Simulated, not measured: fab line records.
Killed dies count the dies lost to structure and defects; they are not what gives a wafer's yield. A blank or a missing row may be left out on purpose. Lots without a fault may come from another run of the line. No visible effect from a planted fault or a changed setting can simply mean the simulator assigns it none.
Which tool did it? :: flow n5_finfet :: 11 lots with 33 wafers sampled at 4 steps, on a route of 1938 steps

== WHAT EACH GAUGE READ, for each wafer ==
N5_BEOL_M0_SAQP_CD_MEAS_29: target cd 14.4 nm.
lot: L076
measured: day 6 01:37
on: cd_sem-02
cd_nm (nm): 14.85 14.75 14.57

lot: L077
measured: day 6 14:16
on: cd_sem-01
cd_nm (nm): 15.06 15.33 15.10

lot: L079
measured: day 7 09:10
on: cd_sem-03
cd_nm (nm): 15.26 14.81 15.14

lot: L081
measured: day 7 23:29
on: cd_sem-01
cd_nm (nm): 15.26 15.21 15.23

lot: L083
measured: day 7 23:58
on: cd_sem-03
cd_nm (nm): 15.32 15.20 14.98

lot: L085
measured: day 8 07:37
on: cd_sem-01
cd_nm (nm): 15.09 15.05 15.02

lot: L087
measured: day 9 03:50
on: cd_sem-03
cd_nm (nm): 15.09 15.04 14.83

lot: L089
measured: day 9 08:57
on: cd_sem-01
cd_nm (nm): 14.75 14.80 14.98

lot: L092
measured: day 10 00:50
on: cd_sem-01
cd_nm (nm): 15.17 15.09 15.11

lot: L094
measured: day 10 16:06
on: cd_sem-03
cd_nm (nm): 15.13 15.01 15.36

lot: L097
measured: day 11 13:21
on: cd_sem-03
cd_nm (nm): 15.05 15.02 14.88

== WHAT TOOL EACH LOT RAN ON (gives the tool, then ch and the chambers of the sampled wafers, and finally the start) ==
lot: L076
N5_BEOL_M0_SAQP_MANDREL_ETCH_103: rie_si-03 ch 0,1,2, day 5 23:39
N5_BEOL_M0_SAQP_SPACER2_ALD_26: ald_sin-01 ch 1,2,3, day 6 00:52
N5_BEOL_M0_SAQP_MANDREL2_REMOVE_110: rie_si-04 ch 0,2,3, day 6 01:31

lot: L077
N5_BEOL_M0_SAQP_MANDREL_ETCH_103: rie_si-05 ch 0,1, day 6 12:40
N5_BEOL_M0_SAQP_SPACER2_ALD_26: ald_sin-04 ch 0,3, day 6 13:31
N5_BEOL_M0_SAQP_MANDREL2_REMOVE_110: rie_si-04 ch 1,2,3, day 6 14:08

lot: L079
N5_BEOL_M0_SAQP_MANDREL_ETCH_103: rie_si-04 ch 0,1,2, day 7 07:26
N5_BEOL_M0_SAQP_SPACER2_ALD_26: ald_sin-02 ch 0,1, day 7 08:25
N5_BEOL_M0_SAQP_MANDREL2_REMOVE_110: rie_si-04 ch 1,2,3, day 7 09:04

lot: L081
N5_BEOL_M0_SAQP_MANDREL_ETCH_103: rie_si-05 ch 0,1, day 7 17:47
N5_BEOL_M0_SAQP_SPACER2_ALD_26: ald_sin-02 ch 1,2,3, day 7 22:41
N5_BEOL_M0_SAQP_MANDREL2_REMOVE_110: rie_si-04 ch 1,2,3, day 7 23:22

lot: L083
N5_BEOL_M0_SAQP_MANDREL_ETCH_103: rie_si-05 ch 1,2,3, day 7 19:17
N5_BEOL_M0_SAQP_SPACER2_ALD_26: ald_sin-02 ch 0,1,3, day 7 23:13
N5_BEOL_M0_SAQP_MANDREL2_REMOVE_110: rie_si-03 ch 0,1,3, day 7 23:51

lot: L085
N5_BEOL_M0_SAQP_MANDREL_ETCH_103: rie_si-05 ch 0,1,2, day 8 06:02
N5_BEOL_M0_SAQP_SPACER2_ALD_26: ald_sin-02 ch 0,1,3, day 8 06:52
N5_BEOL_M0_SAQP_MANDREL2_REMOVE_110: rie_si-05 ch 0,2,3, day 8 07:31

lot: L087
N5_BEOL_M0_SAQP_MANDREL_ETCH_103: rie_si-03 ch 1,2, day 9 02:04
N5_BEOL_M0_SAQP_SPACER2_ALD_26: ald_sin-01 ch 0,1,3, day 9 03:05
N5_BEOL_M0_SAQP_MANDREL2_REMOVE_110: rie_si-05 ch 0,1,3, day 9 03:43

lot: L089
N5_BEOL_M0_SAQP_MANDREL_ETCH_103: rie_si-05 ch 0,1,3, day 9 07:22
N5_BEOL_M0_SAQP_SPACER2_ALD_26: ald_sin-04 ch 0,1,3, day 9 08:12
N5_BEOL_M0_SAQP_MANDREL2_REMOVE_110: rie_si-03 ch 0,1,2, day 9 08:50

lot: L092
N5_BEOL_M0_SAQP_MANDREL_ETCH_103: rie_si-05 ch 0,1, day 9 23:08
N5_BEOL_M0_SAQP_SPACER2_ALD_26: ald_sin-02 ch 0,1, day 10 00:05
N5_BEOL_M0_SAQP_MANDREL2_REMOVE_110: rie_si-04 ch 0,2,3, day 10 00:43

lot: L094
N5_BEOL_M0_SAQP_MANDREL_ETCH_103: rie_si-04 ch 1,2,3, day 10 14:31
N5_BEOL_M0_SAQP_SPACER2_ALD_26: ald_sin-02 ch 0,1,3, day 10 15:22
N5_BEOL_M0_SAQP_MANDREL2_REMOVE_110: rie_si-04 ch 0,2,3, day 10 15:59

lot: L097
N5_BEOL_M0_SAQP_MANDREL_ETCH_103: rie_si-04 ch 0,2,3, day 11 11:40
N5_BEOL_M0_SAQP_SPACER2_ALD_26: ald_sin-04 ch 1,2, day 11 12:36
N5_BEOL_M0_SAQP_MANDREL2_REMOVE_110: rie_si-04 ch 0,1,2, day 11 13:14
- N5_BEOL_M0_SAQP_MANDREL_ETCH_103: etches a-Si in HBr/Cl2, stops on SiCN, target depth 45 nm, bt time 10 s, time 27 s.
- N5_BEOL_M0_SAQP_SPACER2_ALD_26: deposits SiO2, target thk 15 nm, pulse time 1 s, purge time 2 s.
- N5_BEOL_M0_SAQP_MANDREL2_REMOVE_110: chemistry HBr/Cl2/O2, target a-Si, stops on SiCN, bt time 10 s.

== THE ANSWER, worked out from the rows above alone ==
Rule: the lots themselves supply what counts as usual. The widest of any qualifying gaps counts: lots, ordered by their means at a reading, are off when they make up no more than a third of the lots, leave a main group of 4 or more, and stand apart from it by 3 or more times the standard deviation of that group's means. The tables above print the reading to a certain number of digits; a main group whose means all agree to those digits is not used. Also off: a lot with no number at a reading for which 4 or more lots have one. Where the step has rows for the other lots, those lots are counted as sound.
No lot is off on any of the readings shown, so nothing can be concluded from this.

== WHAT THE SIMULATOR PUT IN ==
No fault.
